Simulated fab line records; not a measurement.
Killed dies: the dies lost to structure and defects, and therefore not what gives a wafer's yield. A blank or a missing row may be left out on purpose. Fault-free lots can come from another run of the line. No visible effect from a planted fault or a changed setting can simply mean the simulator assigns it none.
Chamber matching ; flow n5Finfet ; rieDiel-03 running N5_SD_EPI_P_ETCH_36: 4 sister chambers
The step etches SiARC in CF4, target depth 45.5 nm, time 75.8 s. 18 wafers are shown with their chamber, then 9 later ones without.

## WAFERS WITH THEIR CHAMBER
wafer;chamber;drypumpMotorCurrentA (A);showerheadPlenumPTorr (Torr);throttleValvePct (%)
L075.3;0;6.0;2.17;15.90
L075.4;2;5.6;2.15;15.98
L075.5;1;5.7;2.12;16.07
L078.3;0;6.0;2.17;15.93
L078.5;3;5.0;2.05;15.74
L078.6;2;5.6;2.15;16.01
L084.3;1;5.7;2.11;16.12
L084.5;1;5.7;2.11;16.11
L084.6;2;5.6;2.14;16.01
L086.1;3;5.0;2.05;15.78
L086.2;1;5.6;2.11;16.09
L086.3;2;5.6;2.14;16.03
L090.3;1;5.7;2.11;16.13
L090.4;3;5.0;2.05;15.79
L090.6;2;5.6;2.14;16.04
L091.2;0;6.0;2.16;15.44
L091.3;1;5.7;2.11;16.12
L091.6;1;5.7;2.11;16.13

SIGNATURES (means of the wafers above)
reading;chamber 0;chamber 1;chamber 2;chamber 3;scatter within a chamber
drypumpMotorCurrentA;6.000;5.686;5.600;5.000;0.0247
showerheadPlenumPTorr;2.1667;2.1114;2.1440;2.0500;0.00441
throttleValvePct;15.7567;16.1100;16.0140;15.7700;0.106
Rule: for each reading, subtract the chamber's mean from the wafer's reading, divide by that reading's scatter and square the result; add these up over the readings and take the root, which gives the wafer's distance from the chamber. The wafer belongs to the nearest chamber; if the next one is less than 2 further off, it can't be placed. The scatter: the root of (the sum of the squares of (reading less its chamber's mean) over the shown wafers, divided by (wafers less chambers)).

## WAFERS MISSING THEIR CHAMBER
wafer;drypumpMotorCurrentA (A);showerheadPlenumPTorr (Torr);throttleValvePct (%)
L093.1;5.7;2.11;16.13
L093.2;5.6;2.14;16.07
L093.4;5.6;2.14;16.06
L096.3;6.0;2.16;15.46
L096.5;5.7;2.10;16.13
L096.6;6.0;2.16;15.45
L097.1;4.9;2.04;15.82
L097.4;5.7;2.10;16.16
L097.5;5.6;2.10;16.14

## EACH ONE'S CHAMBER
wafer;from the rows above;in truth
L093.1;1;1
L093.2;2;2
L093.4;2;2
L096.3;0;0
L096.5;1;1
L096.6;0;0
L097.1;3;3
L097.4;1;1
L097.5;1;1
Placed correctly: 9 of 9. Not placeable from these rows: 0. 0 placed wrongly.
